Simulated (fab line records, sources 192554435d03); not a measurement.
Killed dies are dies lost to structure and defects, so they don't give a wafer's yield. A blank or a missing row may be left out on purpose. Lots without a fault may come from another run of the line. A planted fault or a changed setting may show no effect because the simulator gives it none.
Chamber matching | flow n5_finfet | N5_FIN_SAQP_ALD_61 on ald_sin-02: 4 sister chambers
The step deposits SiO2, target thk 4 nm, pulse time 1 s, purge time 2 s. 16 wafers are shown with their chamber, then 8 later ones without.

WAFERS WITH THEIR CHAMBER
wafer  | chamber | heater_power_w (W) | precursor_pulse_height_rel
L074.1 | 1       | 398                | 1.003
L074.2 | 3       | 408                | 1.010
L074.3 | 0       | 535                | 0.982
L075.2 | 2       | 409                | 1.001
L075.3 | 1       | 395                | 0.995
L075.6 | 1       | 401                | 0.979
L079.1 | 0       | 524                | 0.991
L079.2 | 1       | 388                | 1.020
L079.4 | 2       | 398                | 0.982
L080.2 | 0       | 547                | 0.997
L080.3 | 1       | 384                | 0.995
L080.6 | 0       | 544                | 1.005
L084.1 | 1       | 396                | 1.036
L084.2 | 0       | 526                | 1.021
L084.4 | 3       | 414                | 0.979
L091.1 | 2       | 400                | 0.983

SIGNATURES (means of the wafers above)
reading                    | chamber 0 | chamber 1 | chamber 2 | chamber 3 | scatter within a chamber
heater_power_w             | 535.20    | 393.67    | 402.33    | 411.00    | 7.74
precursor_pulse_height_rel | 0.99920   | 1.00467   | 0.98867   | 0.99450   | 0.0174
Rule: a wafer's distance from a chamber is the root of the sum, over the readings, of the square of ((its reading less the chamber's mean) divided by the reading's scatter). The wafer belongs to the nearest chamber; if the next one is less than 2 further off, it can't be placed. The scatter: the root of (the sum of the squares of (reading less its chamber's mean) over the shown wafers, divided by (wafers less chambers)).

WAFERS WITHOUT THEIR CHAMBER
wafer  | heater_power_w (W) | precursor_pulse_height_rel
L091.4 | 537                | 1.012
L091.5 | 392                | 1.009
L096.1 | 424                | 1.000
L096.2 | 543                | 0.985
L096.3 | 391                | 0.995
L097.3 | 393                | 1.018
L097.4 | 530                | 0.985
L097.6 | 395                | 0.997

WHICH CHAMBER EACH WENT THROUGH
wafer  | from the rows above          | in truth
L091.4 | 0                            | 0
L091.5 | can't be placed: 1 or 2      | 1
L096.1 | can't be placed: 3 or 2      | 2
L096.2 | 0                            | 0
L096.3 | can't be placed: 1 or 2 or 3 | 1
L097.3 | can't be placed: 1 or 2 or 3 | 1
L097.4 | 0                            | 0
L097.6 | can't be placed: 1 or 2 or 3 | 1
Placed correctly: 3 of 8. Can't be placed from these rows: 5 (the true chamber is among the candidates in 5). Placed wrongly: 0.
